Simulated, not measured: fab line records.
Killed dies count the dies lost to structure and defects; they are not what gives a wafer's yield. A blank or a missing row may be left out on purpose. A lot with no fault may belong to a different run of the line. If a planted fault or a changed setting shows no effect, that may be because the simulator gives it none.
Matching of chambers + flow nand harc + NHARC_A_M0_ETCH_34 on rie diel-05 has 4 sister chambers
The step etches the open film in N2/H2, target depth 40 nm, overetch 12 nm, time 43.94 s. 4 wafers are shown with their chamber, then 8 later ones without.

WAFERS PAIRED WITH THEIR CHAMBERS
| wafer  | chamber | drypump motor current A (A) |
|--------|---------|-----------------------------|
| L087.6 | 2       | 5.6                         |
| L089.1 | 0       | 5.2                         |
| L089.4 | 3       | 6.2                         |
| L092.1 | 1       | 5.5                         |

WAFERS WITHOUT THEIR CHAMBER
| wafer  | drypump motor current A (A) |
|--------|-----------------------------|
| L092.2 | 6.2                         |
| L092.3 | 5.6                         |
| L095.2 | 5.6                         |
| L095.4 | 5.2                         |
| L095.6 | 5.4                         |
| L097.1 | 5.2                         |
| L097.2 | 5.6                         |
| L097.6 | 5.6                         |

THE CHAMBER EACH PASSED THROUGH
| wafer  | from the rows above | in truth |
|--------|---------------------|----------|
| L092.2 | 3                   | 3        |
| L092.3 | 2                   | 2        |
| L095.2 | 2                   | 2        |
| L095.4 | 0                   | 0        |
| L095.6 | 1                   | 1        |
| L097.1 | 0                   | 0        |
| L097.2 | 2                   | 2        |
| L097.6 | 2                   | 2        |
Correctly placed: 8 of 8. Not placeable from these rows: 0. 0 placed wrongly.
How it was worked out, from the rows above alone: a wafer's distance from a chamber is the root of the sum, over the readings, of the square of ((its reading less the chamber's mean) divided by the reading's scatter). The wafer belongs to the nearest chamber; if the next one is less than 2 further off, it can't be placed. For every chamber, the mean is computed from those of its wafers that are shown. The scatter: root of mean squared gap, hidden wafer to nearest shown wafer, with one shown wafer a chamber.
